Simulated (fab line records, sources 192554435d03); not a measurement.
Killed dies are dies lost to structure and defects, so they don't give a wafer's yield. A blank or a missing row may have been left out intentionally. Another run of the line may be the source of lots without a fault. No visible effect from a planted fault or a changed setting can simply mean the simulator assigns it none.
Problem report, 8D (eight disciplines) form, completed by code / flow n5_finfet / the parts of the form that need people (team, actions taken, sign-off) are left out

1. WHAT IS WRONG
Mean of heater_power_total_W at N5_BEOL_M7_COAT_63: 815.9 W across 6 wafers in 2 lots; on wafers with no fault it is 500.4 W (standard deviation 1.9). So: +99 or more standard deviations from the usual mean.
The step: time 60 s, resist thk 60 nm.
The first sign was on wafer L839.1 at day 13 09:58, on litho_track-04. Wafers with a number at this step in the record: 18, from 6 lots. The rule behind "out" and "out of limits": a value lying over 4 standard deviations away from the usual mean. The other wafers with a number count as sound.

2. WHAT IT IS, WHAT IT ISN'T
question=which readings at this step | is=heater_power_total_W, plate_temp_C | is not=-
question=which lots | is=L838, L839 | is not=L822, L824, L843, L844
question=which wafers of those lots | is=all that have a number | is not=-
question=read on which tools | is=litho_track-04 | is not=litho_track-01, litho_track-05
question=when | is=from day 13 09:58 | is not=up to then (6 sound wafers); but 6 sound wafers of L843, L844 came after

3. THE SUSPECTS, EACH WITH WHAT RULES IT OUT
Counting: any tool at a process step up to the reading is kept as a suspect provided that every lot that is out went through it and no sound lot did after the first of them.
- litho_track-04 at N5_BEOL_M7_COAT_63 (time 60 s, resist thk 60 nm): kept. It processed each lot that is out, first L839 at day 13 09:58, and no sound lot thereafter; up to then, the last sound lot it processed was L822 at day 9 16:40. Out on those wafers are its own readings of heater_power_total_W, plate_temp_C.
Left after counting: litho_track-04 at N5_BEOL_M7_COAT_63.

4. THE CAUSE (what the simulator had put in)
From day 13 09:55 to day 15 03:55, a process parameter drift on litho_track-04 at N5_BEOL_M7_COAT_63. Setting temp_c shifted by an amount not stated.
Only this tool survived the counting.

5. THE CHAIN OF EFFECTS, in route order
One row per reading whose mean, taken over the struck wafers that have a number, lies over 3 standard deviations from the usual. Scope: only readings with a usual standard deviation given in the record; hours: median across lots of the time from each lot's start at the first step in this table that gives one to its start at this step; sigmas: change in usual standard deviations.
hours=0; step=N5_BEOL_M7_COAT_63; reading=heater_power_total_W; usual=500.4 W; on struck wafers=815.9; change=+315.5; sigmas=+99 or more
hours=0; step=N5_BEOL_M7_COAT_63; reading=plate_temp_C; usual=250.01 C; on struck wafers=262.47; change=+12.46; sigmas=+69
Its process steps:
- N5_BEOL_M7_COAT_63: time 60 s, resist thk 60 nm.

6. HOW IT WOULD HAVE BEEN CAUGHT EARLIER
0 hours passed between the start of the fault at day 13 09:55 and the first reading out of limits in this record, taken at day 13 09:58.
